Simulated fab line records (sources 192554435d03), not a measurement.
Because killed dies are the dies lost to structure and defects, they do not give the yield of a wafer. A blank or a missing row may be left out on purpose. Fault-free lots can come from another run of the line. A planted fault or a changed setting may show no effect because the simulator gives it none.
Split-lot trial    flow n5Finfet    on a route of 1938 steps: 7 lots, 21 wafers read

## THE SPLIT ITSELF
At N5_DUMMY_GATE_ETCH_32 (etches SiO2 in CF4, target depth 3.5 nm, time 3.9 s), the setting timeS was moved away from the recipe's 3.9 s on 8 of the 21 wafers read, by -12.9% to +21.9%. For the rest of the wafers, this setting stayed at what the recipe calls for.

The split's own step is where the reading is taken.

## THE READING
etch.depthNm (the simulator's own value, which no gauge read), in nm, at N5_DUMMY_GATE_ETCH_32 (etches SiO2 in CF4, target depth 3.5 nm, time 3.9 s). No usual value for it is given in the file. The 13 wafers here that ran the recipe average 3.540 nm, standard deviation 0.082 nm.

wafer   tool, chamber at the split  timeS as run, s  against the recipe  etch.depthNm, nm  against lot-mates on the recipe
L075.1  rieSi-05, 3                 4.173            +7.0%               3.617             +0.034
L075.3  rieSi-05, 2                 3.9              recipe              3.559             -
L075.6  rieSi-05, 1                 3.9              recipe              3.607             -
L076.2  rieSi-05, 1                 4.755            +21.9%              4.379             +0.693
L076.3  rieSi-05, 0                 3.9              recipe              3.686             -
L076.6  rieSi-05, 1                 4.755            +21.9%              4.356             +0.670
L079.2  rieSi-04, 2                 3.9              recipe              3.522             -
L079.3  rieSi-04, 1                 3.9              recipe              3.463             -
L079.4  rieSi-04, 3                 3.9              recipe              3.57              -
L083.1  rieSi-04, 0                 4.45             +14.1%              3.922             +0.454
L083.3  rieSi-04, 1                 3.9              recipe              3.453             -
L083.5  rieSi-04, 1                 3.9              recipe              3.482             -
L091.3  rieSi-05, 1                 3.9              recipe              3.545             -
L091.4  rieSi-05, 2                 3.397            -12.9%              3.112             -0.513
L091.5  rieSi-05, 0                 3.9              recipe              3.705             -
L092.4  rieSi-01, 0                 3.46             -11.3%              3.031             -0.397
L092.5  rieSi-01, 1                 3.46             -11.3%              2.998             -0.430
L092.6  rieSi-01, 0                 3.9              recipe              3.428             -
L094.2  rieSi-04, 1                 3.9              recipe              3.477             -
L094.3  rieSi-04, 2                 3.9              recipe              3.52              -
L094.4  rieSi-04, 3                 4.545            +16.5%              4.154             +0.655

FIT RESULTS
A straight line over all 21 wafers: etch.depthNm changes by +0.0372 nm for each +1% of timeS; r = +0.97; the points scatter about the line by 0.091 nm.
The same after taking each lot's own level away (the mean of its wafers on the recipe; 21 wafers): +0.0337 nm for each +1%; r = +0.98; scatter 0.065 nm.
According to that fit, moving timeS by its largest amount changes the reading by 0.74 nm.
From 3.4280 to 3.6860 nm: that is the span of the lots' own levels, equal to 3.1 times the standard deviation above.
Hence the slope depends on the lot-to-lot level, as the two fits are not the same.
Check: with one of the wafers moved furthest among these (+21.9%) left out of the fit, the line predicts +0.73 nm for it against its lot-mates. Against them it came out at +0.693 nm.

## FILE'S OWN FIT
etch.depthNm changes by +0.0337 nm for each +1% of timeS, r = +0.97.
